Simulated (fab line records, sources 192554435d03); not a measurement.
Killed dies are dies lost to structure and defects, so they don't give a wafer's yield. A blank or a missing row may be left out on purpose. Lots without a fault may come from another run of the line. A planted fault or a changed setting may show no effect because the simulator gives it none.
Split-lot experiment | flow n5_finfet | 7 lots, 21 wafers read, on a route of 1938 steps

THE SPLIT
At N5_BEOL_M1_DEP_57 (deposits SiCN from 3MS/NH3, target thk 8 nm, time 14 s), the setting time_s was moved away from the recipe's 14 s on 5 of the 21 wafers read, by -14.9% to -8.0%. The other wafers ran this setting at the recipe's value.

The reading is taken at the split's own step.

THE READING
SiCN_of_BEOL_M1_DEP_57.thk_nm (the simulator's own value, which no gauge read), in nm, at N5_BEOL_M1_DEP_57 (deposits SiCN from 3MS/NH3, target thk 8 nm, time 14 s). The file gives no usual value for it. The 16 wafers here that ran the recipe average 8.1 nm, standard deviation 0.12 nm.

wafer  | tool, chamber at the split | time_s as run, s | against the recipe | SiCN_of_BEOL_M1_DEP_57.thk_nm, nm | against lot-mates on the recipe
L076.1 | pecvd-01, 0                | 14               | recipe             | 8                                 | -
L076.5 | pecvd-01, 0                | 14               | recipe             | 8                                 | -
L076.6 | pecvd-01, 2                | 14               | recipe             | 8.2                               | -
L080.4 | pecvd-01, 2,0              | 14               | recipe             | 8                                 | -
L080.5 | pecvd-01, 2,0              | 14               | recipe             | 8                                 | -
L080.6 | pecvd-01, 1                | 14               | recipe             | 8.2                               | -
L082.3 | pecvd-03, 0                | 14               | recipe             | 8                                 | -
L082.4 | pecvd-03, 1                | 12.49            | -10.8%             | 7.2                               | -0.9
L082.6 | pecvd-03, 2                | 14               | recipe             | 8.2                               | -
L083.3 | pecvd-03, 1,0              | 12.62            | -9.9%              | 7.2                               | -1.0
L083.5 | pecvd-03, 1,0              | 12.62            | -9.9%              | 7.2                               | -1.0
L083.4 | pecvd-03, 1                | 14               | recipe             | 8.2                               | -
L084.1 | pecvd-03, 0                | 12.88            | -8.0%              | 7.4                               | -0.8
L084.3 | pecvd-03, 1,0              | 14               | recipe             | 8.2                               | -
L084.6 | pecvd-03, 1,0              | 14               | recipe             | 8.2                               | -
L085.1 | pecvd-02, 1                | 14               | recipe             | 7.8                               | -
L085.3 | pecvd-02, 2                | 14               | recipe             | 8.2                               | -
L085.6 | pecvd-02, 0                | 14               | recipe             | 8                                 | -
L096.3 | pecvd-03, 1                | 14               | recipe             | 8                                 | -
L096.5 | pecvd-03, 1                | 14               | recipe             | 8                                 | -
L096.6 | pecvd-03, 0                | 11.92            | -14.9%             | 7                                 | -1.0
Where a row lists several chambers, the file gives one row for several wafers and doesn't say which wafer went through which chamber.

THE FIT
A straight line over all 21 wafers: SiCN_of_BEOL_M1_DEP_57.thk_nm changes by +0.0803 nm for each +1% of time_s; r = +0.96; the points scatter about the line by 0.12 nm.
The same after taking each lot's own level away (the mean of its wafers on the recipe; 21 wafers): +0.0842 nm for each +1%; r = +0.96; scatter 0.12 nm.
On that fit, the largest move of time_s shifts the reading by 1.3 nm.
The lots' own levels span 8.00 to 8.20 nm, that is 1.7 times the standard deviation above.
So the lot-to-lot level changes the slope little: the two slopes agree.
Check: with one of the wafers moved furthest among these (-14.9%) left out of the fit, the line predicts -1.42 nm for it against its lot-mates. It came out at -1 nm against them.

OTHER SPLITS ON THESE WAFERS
These wafers also went through other splits before the reading. Each is held against what the fit with the lots' levels taken away leaves over:
other split on the same wafers              | wafers away from the commonest value | r with SiCN_of_BEOL_M1_DEP_57.thk_nm (lot level and that fit taken away)
N5_BEOL_M0_SAQP_COAT_105 spin_rpm           | 9                                    | +0.10
N5_BEOL_M0_SAQP_SPACER2_ALD_26 target_thk_a | 5                                    | -0.11
N5_BEOL_M0_SAQP_ETCH_73 cf4_flow_sccm       | 10                                   | -0.19
N5_BEOL_M1_COAT_61 spin_rpm                 | 6                                    | -0.22

THE FILE'S OWN FIT
SiCN_of_BEOL_M1_DEP_57.thk_nm changes by +0.0819 nm for each +1% of time_s, r = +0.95.
